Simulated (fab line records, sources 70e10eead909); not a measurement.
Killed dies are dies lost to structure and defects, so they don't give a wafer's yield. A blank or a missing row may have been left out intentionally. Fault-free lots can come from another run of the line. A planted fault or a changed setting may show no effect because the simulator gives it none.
Matching of chambers + flow nand harc + NHARC_A_BLC_DESCUM_15 on rie diel-11 has 4 sister chambers
The step chemistry O2, time 3 s. 8 wafers are shown with their chamber, then 9 later ones without.

== EACH WAFER AND ITS CHAMBER ==
| wafer  | chamber | rf vpp V (V) | oes product au (a.u.) |
|--------|---------|--------------|-----------------------|
| L079.2 | 2       | 58.3         | 0.987                 |
| L083.1 | 2       | 58.2         | 0.999                 |
| L083.6 | 1       | 57.9         | 0.998                 |
| L087.1 | 1       | 59.7         | 1.018                 |
| L087.4 | 3       | 58.6         | 1.001                 |
| L089.3 | 0       | 58.2         | 0.997                 |
| L089.4 | 3       | 59.0         | 1.005                 |
| L089.6 | 0       | 57.3         | 1.005                 |

== WAFERS WITH NO CHAMBER GIVEN ==
| wafer  | rf vpp V (V) | oes product au (a.u.) |
|--------|--------------|-----------------------|
| L090.2 | 57.1         | 0.994                 |
| L090.4 | 58.0         | 0.999                 |
| L090.5 | 56.7         | 0.986                 |
| L092.1 | 56.0         | 0.999                 |
| L092.3 | 58.4         | 1.000                 |
| L092.6 | 56.8         | 1.003                 |
| L095.2 | 59.3         | 1.004                 |
| L095.3 | 59.5         | 1.001                 |
| L095.6 | 58.8         | 0.994                 |

== WHICH CHAMBER EACH WENT THROUGH ==
| wafer  | from the rows above               | in truth |
|--------|-----------------------------------|----------|
| L090.2 | can't be placed: 0 or 2 or 3 or 1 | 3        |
| L090.4 | can't be placed: 0 or 2 or 3 or 1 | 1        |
| L090.5 | can't be placed: 0 or 2 or 3 or 1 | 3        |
| L092.1 | can't be placed: 0 or 2 or 3 or 1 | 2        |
| L092.3 | can't be placed: 3 or 2 or 0 or 1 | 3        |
| L092.6 | can't be placed: 0 or 2 or 3 or 1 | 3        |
| L095.2 | can't be placed: 3 or 1 or 2 or 0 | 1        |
| L095.3 | can't be placed: 3 or 1 or 2 or 0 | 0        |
| L095.6 | can't be placed: 2 or 3 or 1 or 0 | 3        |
0 of 9 placed correctly. Can't be placed from these rows: 9 (the true chamber is among the candidates in 9). Number placed wrongly: 0.
How it was worked out, from the rows above alone: a wafer's distance from a chamber is the root of the sum, over the readings, of the square of ((its reading less the chamber's mean) divided by the reading's scatter). If the next closest chamber is less than 2 further off than the closest, the wafer can't be placed; otherwise it belongs to the closest. For every chamber, the mean is computed from those of its wafers that are shown. The scatter: take each reading less its chamber's mean, square it, sum over the shown wafers, divide by the number of wafers less the number of chambers, and take the root.
